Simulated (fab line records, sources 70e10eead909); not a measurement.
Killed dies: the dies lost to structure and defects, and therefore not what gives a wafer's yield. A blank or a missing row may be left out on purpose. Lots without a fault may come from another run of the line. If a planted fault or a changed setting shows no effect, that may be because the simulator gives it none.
fab line records | flow nand-harc
record: lots: 14 wafers: 42 last-day: 33
route steps=1302 shown A_ONON_D2@554 A_CHANNEL_HOLE_D2@570
lots untouched by any fault: they come from a run of this same line in which no faults occurred
start-h: hours from the record's first day to the start of the lot's first wafer shown | wait-h: hours elapsed since this lot's preceding step | " unchanged from the row above | L1.1+2: a single row standing in for several wafers | - no value, or no start was given | * or withheld: withheld | < > ~ a bound
route shown NAME@n: names a module that has steps shown in the file, with the first one's number in the route | usual: mean/standard deviation of fault-free wafers | same: alike in all rows | chamber/n: place in a boat | sites: per-site readings | _std_site: standard deviation across them | _edge_site: mean of outer sites minus mean of inner sites | radius-mm: how far each site lies from the wafer's centre | mask NAME#n: copy n | behind: the last tool/chamber to shape the wafer | hold: what put the lot on hold/how long, in hours/how the hold closed | device: which transistor (n, p or np) failed to switch | end of line: the same wafers' tests at the end of the route | step lacking rows: just its recipe | killed: count of dies lost to structure and defects at first sort (not the wafer's yield) | map: a wafer's dies, marking killed ones x, the rest . and places with no die _
set.NAME: setting as actually run; set.NAME@STEP: the setting as run at that earlier step | model.NAME: the simulator's own value behind a step, which no gauge read
steps of the route over a sample of lots; a table a step, a row a wafer
services: from which hour (start-h, from the record's first day; less than 0 if before it) a tool's chamber was out of use, for how many hours, and why
== steps ==
step: NHARC_A_ONON_D2_THK_MEAS_14
recipe: thk-meas-gauge: ellipsometry
usual: thk-nm: 1000/11
columns lot.wafer tool chamber start-h wait-h thk-nm
L703.1 film-metro-01 - 276.14 - 1000
L703.4 " - " " 999
L703.6 " - " " 1000
L704.3 film-metro-01 - 283.37 - 1010
L704.4 " - " " 1009
L704.5 " - " " 1009
L705.3 film-metro-01 - 299.21 - 993
L705.5 " - " " 994
L705.6 " - " " 994
L707.3 film-metro-01 - 316.23 - 1024
L707.4 " - " " 1025
L707.6 " - " " 1023
L706.2 film-metro-02 - 316.39 - 1001
L706.3 " - " " 999
L706.4 " - " " 1000
L708.3 film-metro-01 - 320.62 - 989
L708.4 " - " " 988
L708.5 " - " " 989
L709.1 film-metro-02 - 332.84 - 990
L709.5 " - " " 988
L709.6 " - " " 987
L720.1 film-metro-01 - 449.31 - 983
L720.3 " - " " 983
L720.6 " - " " 984
L721.1 film-metro-01 - 457.48 - 993
L721.2 " - " " 993
L721.3 " - " " 991
L722.1 film-metro-02 - 468.71 - 1001
L722.4 " - " " 1001
L722.5 " - " " 1002
L723.1 film-metro-01 - 483.22 - 1001
L723.4 " - " " 1001
L723.6 " - " " 1001
L725.3 film-metro-02 - 487.60 - 995
L725.4 " - " " 995
L725.5 " - " " 994
L724.1 film-metro-01 - 487.63 - 1023
L724.3 " - " " 1023
L724.5 " - " " 1022
L726.1 film-metro-01 - 518.53 - 1003
L726.4 " - " " 1003
L726.5 " - " " 1003
step: NHARC_A_ONON_D2_DEP_33
recipe: target-thk-a: 2000 temp-c: 400 pressure-torr: 6.5 rf-w: 900 teos-flow-sccm: 161.4 flow-sccm: 2650 target-thk-nm: 200 gas: O2 material: SiO2
usual: heater-power-w: 532/93 susceptor-temp-C: 400.00/0.23 throttle-valve-pct: 16.0/0.58
columns lot.wafer tool chamber start-h wait-h heater-power-w susceptor-temp-C throttle-valve-pct
L703.1 pecvd-02 2 286.13 0.1 636 400.21 15.0
L703.6 " 1 " " 482 400.13 16.4
L703.4 " 0 " " 554 400.34 16.4
L704.3 pecvd-01 0 293.10 0.1 668 399.93 15.6
L704.5 " 2 " " 814 400.11 15.9
L704.4 " 0 " " 713 399.88 15.9
L705.3 pecvd-02 2 308.97 0.1 642 399.81 15.0
L705.6 " 1 " " 359 399.93 16.3
L705.5 " 2 " " 636 400.22 15.0
L706.3 pecvd-03 2 326.91 0.1 504 399.74 16.2
L706.2 " 0 " " 518 400.41 16.6
L706.4 " 1 " " 416 399.84 15.2
L707.3 pecvd-01 2 326.92 0.1 670 399.79 15.9
L707.6 " 0 " " 591 400.35 15.5
L707.4 " 2 " " 689 399.56 15.6
L708.3 pecvd-03 0 331.57 0.1 557 400.06 17.0
L708.5 " 1 " " 421 399.83 15.2
L708.4 " 0 " " 552 399.82 17.2
L709.1 pecvd-03 1 342.91 0.1 391 400.17 15.4
L709.5 " 0 " " 560 400.20 16.8
L709.6 " 1 " " 403 400.18 15.4
L720.1 pecvd-02 1 459.01 0.1 490 399.85 16.4
L720.3 " 2 " " 582 399.72 15.3
L720.6 " 2 " " 605 400.27 15.3
L721.3 pecvd-03 1 468.14 0.1 444 399.92 15.3
L721.1 " 2 " " 382 399.92 15.6
L721.2 " 0 " " 545 399.93 16.6
L722.1 pecvd-03 0 478.48 0.1 559 400.06 16.8
L722.4 " 0 " " 568 399.93 16.7
L722.5 " 0 " " 565 400.11 16.9
L723.1 pecvd-02 1 493.67 0.1 424 399.65 16.7
L723.6 " 1 " " 443 399.77 16.4
L723.4 " 2 " " 526 400.06 15.4
L724.3 pecvd-03 2 497.36 0.1 463 400.21 15.7
L724.1 " 0 " " 505 400.19 17.0
L724.5 " 2 " " 453 400.04 15.7
L725.3 pecvd-02 0 497.38 0.1 563 400.01 16.2
L725.5 " 2 " " 583 400.15 15.7
L725.4 " 0 " " 586 399.94 16.3
L726.1 pecvd-02 2 531.73 0.1 667 399.88 15.5
L726.4 " 2 " " 661 399.96 15.5
L726.5 " 0 " " 592 400.31 16.2
step: NHARC_A_CHANNEL_HOLE_D2_DEP_00
recipe: target-thk-a: 31000 temp-c: 400 material: aC
usual: susceptor-temp-C: 400.06/0.22 throttle-valve-pct: 34.999/0.0086
columns lot.wafer tool chamber start-h wait-h susceptor-temp-C throttle-valve-pct
L703.1 acl-dep-03 0 286.63 0.1 - 34.995
L703.4 " 0 " " - 34.996
L703.6 " 0 " " - 35.006
L704.3 acl-dep-01 0 294.37 0.8 - 34.994
L704.4 " 0 " " - 35.001
L704.5 " 0 " " - 35.002
L705.3 acl-dep-01 0 310.11 0.7 400.08 34.994
L705.5 " 0 " " 399.83 35.001
L705.6 " 0 " " 400.01 35.006
L707.3 acl-dep-02 0 328.00 0.7 - 35.010
L707.4 " 0 " " - 35.010
L707.6 " 0 " " - 35.002
L707.3 acl-dep-02 0 330.11 1.8 - 34.992
L707.4 " 0 " " - 35.006
L707.6 " 0 " " - 34.993
L706.2 acl-dep-03 0 328.18 0.8 - 35.005
L706.3 " 0 " " - 34.989
L706.4 " 0 " " - 35.003
L708.3 acl-dep-02 0 333.55 1.6 400.38 34.994
L708.4 " 0 " " 400.04 35.022
L708.5 " 0 " " 400.11 35.004
L708.3 acl-dep-02 0 335.69 1.8 400.49 35.003
L708.4 " 0 " " 400.44 34.996
L708.5 " 0 " " 400.38 35.008
L709.1 acl-dep-01 0 343.43 0.1 400.05 35.002
L709.5 " 0 344.71 1.3 400.11 34.984
L709.6 " 0 " " 400.08 35.017
L720.1 acl-dep-03 0 459.66 0.1 400.18 34.991
L720.3 " 0 " " 400.10 34.998
L720.6 " 0 " " 400.18 35.000
L721.1 acl-dep-03 0 468.69 0.1 - 35.012
L721.2 " 0 " " - 35.011
L721.3 " 0 " " - 34.992
L722.1 acl-dep-02 0 479.10 0.1 399.99 35.006
L722.4 " 0 " " 399.89 34.999
L722.5 " 0 " " 400.03 35.019
L723.1 acl-dep-02 0 494.19 0.1 - 35.002
L723.4 " 0 " " - 34.999
L723.6 " 0 " " - 35.004
L725.3 acl-dep-03 0 502.31 4.5 399.82 34.996
L725.4 " 0 " " 399.94 35.002
L725.5 " 0 " " 399.95 34.984
L724.1 acl-dep-03 0 503.59 5.8 - 34.998
L724.3 " 0 " " - 34.994
L724.5 " 0 " " - 34.994
L726.1 acl-dep-03 0 532.29 0.1 - 35.001
L726.4 " 0 " " - 34.992
L726.5 " 0 " " - 35.003
step: NHARC_A_CHANNEL_HOLE_D2_OVL_MEAS_11
usual: overlay-x-nm: -0.3/0.82 overlay-y-nm: -0.2/0.86
columns lot.wafer tool chamber start-h wait-h overlay-x-nm overlay-y-nm
L703.1 overlay-01 - 289.35 - -1.3 -0.4
L703.4 " - " " -0.8 -1.0
L703.6 " - " " -1.0 -0.4
L704.3 overlay-02 - 296.46 - -1.5 -0.9
L704.4 " - " " -1.2 -1.1
L704.5 " - " " -1.4 -1.1
L705.3 overlay-01 - 312.21 - -0.4 -1.2
L705.5 " - " " -0.9 -2.0
L705.6 " - " " 0.2 -1.7
L706.2 overlay-02 - 330.57 - -0.8 0.3
L706.3 " - " " -0.6 0.2
L706.4 " - " " -0.5 0.3
L707.3 overlay-02 - 332.06 - 2.1 -0.9
L707.4 " - " " 1.8 -1.1
L707.6 " - " " 0.9 -1.5
L708.3 overlay-01 - 337.69 - 0.2 1.4
L708.4 " - " " 0.1 1.2
L708.5 " - " " 0.4 0.6
L709.1 overlay-02 - 346.18 - 1.8 1.3
L709.5 " - " " 1.9 0.7
L709.6 " - " " 1.3 0.8
L720.1 overlay-02 - 462.40 - -0.5 -0.4
L720.3 " - " " -0.4 -1.0
L720.6 " - " " 0.0 -0.9
L721.1 overlay-01 - 471.27 - -0.7 1.6
L721.2 " - " " -0.6 1.1
L721.3 " - " " -0.4 0.9
L722.1 overlay-02 - 481.81 - -0.4 1.1
L722.4 " - " " -1.1 0.7
L722.5 " - " " -0.5 0.4
L723.1 overlay-02 - 496.76 - -0.2 -0.1
L723.4 " - " " 0.1 0.5
L723.6 " - " " -0.2 -0.9
L725.3 overlay-01 - 504.53 - -0.8 0.9
L725.4 " - " " -0.1 1.1
L725.5 " - " " -0.4 1.0
L724.1 overlay-01 - 506.31 - -1.0 -0.7
L724.3 " - " " -0.6 -0.2
L724.5 " - " " 0.0 -0.1
L726.1 overlay-01 - 535.01 - -0.8 0.6
L726.4 " - " " -0.6 -0.2
L726.5 " - " " -0.3 -0.3
== services ==
columns tool chamber start-h hours kind
pecvd-02 - 288.75 0.5 repair
acl-dep-03 - 303.50 13.0 pm
pecvd-01 - 311.00 13.0 pm
acl-dep-03 - 358.15 0.3 repair
acl-dep-01 - 366.64 13.0 pm
pecvd-03 - 384.71 13.0 pm
pecvd-03 0 384.71 13.0 vent-cycle
pecvd-03 1 384.71 13.0 vent-cycle
pecvd-03 2 384.71 13.0 vent-cycle
pecvd-03 0 397.71 - clean
pecvd-03 1 397.71 - clean
pecvd-03 2 397.71 - clean
pecvd-02 - 408.38 13.0 pm
pecvd-02 0 408.38 13.0 vent-cycle
pecvd-02 1 408.38 13.0 vent-cycle
pecvd-02 2 408.38 13.0 vent-cycle
pecvd-02 0 421.38 - clean
pecvd-02 1 421.38 - clean
pecvd-02 2 421.38 - clean
acl-dep-02 - 429.68 13.0 pm
pecvd-03 2 471.98 10.7 repair
acl-dep-03 - 484.89 13.0 pm
pecvd-01 - 492.00 13.0 pm
pecvd-02 1 514.53 3.2 repair
== key ==
first-sign: step: NHARC_A_CHANNEL_HOLE_D2_DEP_00 reading: visit direction: added
effect none on later readings
met-at NHARC_A_CHANNEL_HOLE_D2_DEP_00
struck-lots L707,L708
later-rows-left-out L707.3,L707.4,L707.6,L708.3,L708.4,L708.5
sort-left-out L707.3,L707.4,L707.6,L708.3,L708.4,L708.5
tester-left-out L707,L708
not-acting-at NHARC_A_ONON_D2_THK_MEAS_14,NHARC_A_ONON_D2_DEP_33,NHARC_A_CHANNEL_HOLE_D2_OVL_MEAS_11
fault: kind: repeated-step-whole tool: acl-dep-01,acl-dep-02,acl-dep-03 chamber: - onset-h: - steps: NHARC_A_CHANNEL_HOLE_D2_DEP_00 times: 1 scope: struck-lots-only
tester-left-out: of these lots the tester's yield and bins aren't shown, on N5 and GAA mostly nor the transistor test; their killed dies are dies lost to structure and defects alone, not to doping, threshold or leakage, so they don't give the yield
sort-left-out: the simulated sort isn't trusted on such a fault, so these wafers' sort isn't shown, and their yield isn't known
later-rows-left-out: the simulator's readings of these wafers behind a module that went badly wrong aren't trusted and aren't shown, but for the sort
